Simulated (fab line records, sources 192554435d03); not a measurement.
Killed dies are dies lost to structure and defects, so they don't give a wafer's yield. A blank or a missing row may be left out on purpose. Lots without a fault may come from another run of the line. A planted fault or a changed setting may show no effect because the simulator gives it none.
Chamber matching | flow n5_finfet | N5_BEOL_M3_ETCH_63 on rie_diel-01: 4 sister chambers
The step etches SiARC in CF4, target depth 15.6 nm, time 26 s. 8 wafers are shown with their chamber, then 9 later ones without.

WAFERS WITH THEIR CHAMBER
wafer  | chamber | showerhead_plenum_p_Torr (Torr) | throttle_valve_pct (%)
L078.1 | 2       | 2.21                            | 15.78
L081.2 | 3       | 2.14                            | 15.79
L085.1 | 3       | 2.13                            | 15.79
L085.2 | 1       | 2.10                            | 15.68
L085.6 | 0       | 2.19                            | 15.33
L086.2 | 2       | 2.21                            | 15.80
L086.5 | 0       | 2.19                            | 15.32
L086.6 | 1       | 2.10                            | 15.65

WAFERS WITHOUT THEIR CHAMBER
wafer  | showerhead_plenum_p_Torr (Torr) | throttle_valve_pct (%)
L092.1 | 2.13                            | 15.83
L092.3 | 2.18                            | 15.35
L092.4 | 2.20                            | 15.84
L093.1 | 2.20                            | 15.84
L093.5 | 2.13                            | 15.84
L093.6 | 2.20                            | 15.82
L094.2 | 2.13                            | 15.82
L094.3 | 2.18                            | 15.36
L094.5 | 2.13                            | 15.84

WHICH CHAMBER EACH WENT THROUGH
wafer  | from the rows above | in truth
L092.1 | 3                   | 3
L092.3 | 0                   | 0
L092.4 | 2                   | 2
L093.1 | 2                   | 2
L093.5 | 3                   | 3
L093.6 | 2                   | 2
L094.2 | 3                   | 3
L094.3 | 0                   | 0
L094.5 | 3                   | 3
Placed correctly: 9 of 9. Can't be placed from these rows: 0. Placed wrongly: 0.
How it was worked out, from the rows above alone: a wafer's distance from a chamber is the root of the sum, over the readings, of the square of ((its reading less the chamber's mean) divided by the reading's scatter). The wafer belongs to the nearest chamber; if the next one is less than 2 further off, it can't be placed. A chamber's mean is the mean of its shown wafers. The scatter: the root of (the sum of the squares of (reading less its chamber's mean) over the shown wafers, divided by (wafers less chambers)).
